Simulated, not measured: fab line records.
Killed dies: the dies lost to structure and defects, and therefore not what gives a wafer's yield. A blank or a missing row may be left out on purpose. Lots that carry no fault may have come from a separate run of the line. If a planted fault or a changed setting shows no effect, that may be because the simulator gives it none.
Chamber matching :: flow nand harc :: 3 sister chambers for NHARC_A_BLC_ETCH_16 on rie diel-11
The step etches the open film in CF4, target depth 39 nm, time 65 s. 6 wafers are shown with their chamber, then 6 later ones without.

== WAFERS WITH THEIR CHAMBER ==
wafer: L301.1
chamber: 3
drypump motor current A (A): 6.2
oes product au (a.u.): 0.993

wafer: L306.2
chamber: 0
drypump motor current A (A): 5.8
oes product au (a.u.): 0.985

wafer: L309.3
chamber: 0
drypump motor current A (A): 5.8
oes product au (a.u.): 0.974

wafer: L309.4
chamber: 1
drypump motor current A (A): 6.4
oes product au (a.u.): 1.007

wafer: L319.1
chamber: 1
drypump motor current A (A): 6.5
oes product au (a.u.): 1.015

wafer: L319.2
chamber: 3
drypump motor current A (A): 6.2
oes product au (a.u.): 1.019

== WAFERS WITH NO CHAMBER GIVEN ==
wafer: L319.5
drypump motor current A (A): 6.2
oes product au (a.u.): 1.015

wafer: L321.1
drypump motor current A (A): 6.2
oes product au (a.u.): 1.017

wafer: L321.2
drypump motor current A (A): 6.5
oes product au (a.u.): 1.017

wafer: L322.1
drypump motor current A (A): 6.2
oes product au (a.u.): 1.020

wafer: L322.4
drypump motor current A (A): 5.8
oes product au (a.u.): 1.008

wafer: L322.6
drypump motor current A (A): 6.4
oes product au (a.u.): 1.002

== CHAMBER TAKEN BY EACH ==
wafer: L319.5
from the rows above: 3
in truth: 3

wafer: L321.1
from the rows above: 3
in truth: 3

wafer: L321.2
from the rows above: 1
in truth: 1

wafer: L322.1
from the rows above: 3
in truth: 3

wafer: L322.4
from the rows above: 0
in truth: 0

wafer: L322.6
from the rows above: 1
in truth: 1
6 of 6 placed correctly. Number that these rows cannot place: 0. Wrongly placed: 0.
How it was worked out, from the rows above alone: a wafer's distance from a chamber is the root of the sum, over the readings, of the square of ((its reading less the chamber's mean) divided by the reading's scatter). The wafer belongs to the nearest chamber; if the next one is less than 2 further off, it can't be placed. Each chamber's mean is taken over the wafers shown for it. The scatter: take each reading less its chamber's mean, square it, sum over the shown wafers, divide by the number of wafers less the number of chambers, and take the root.
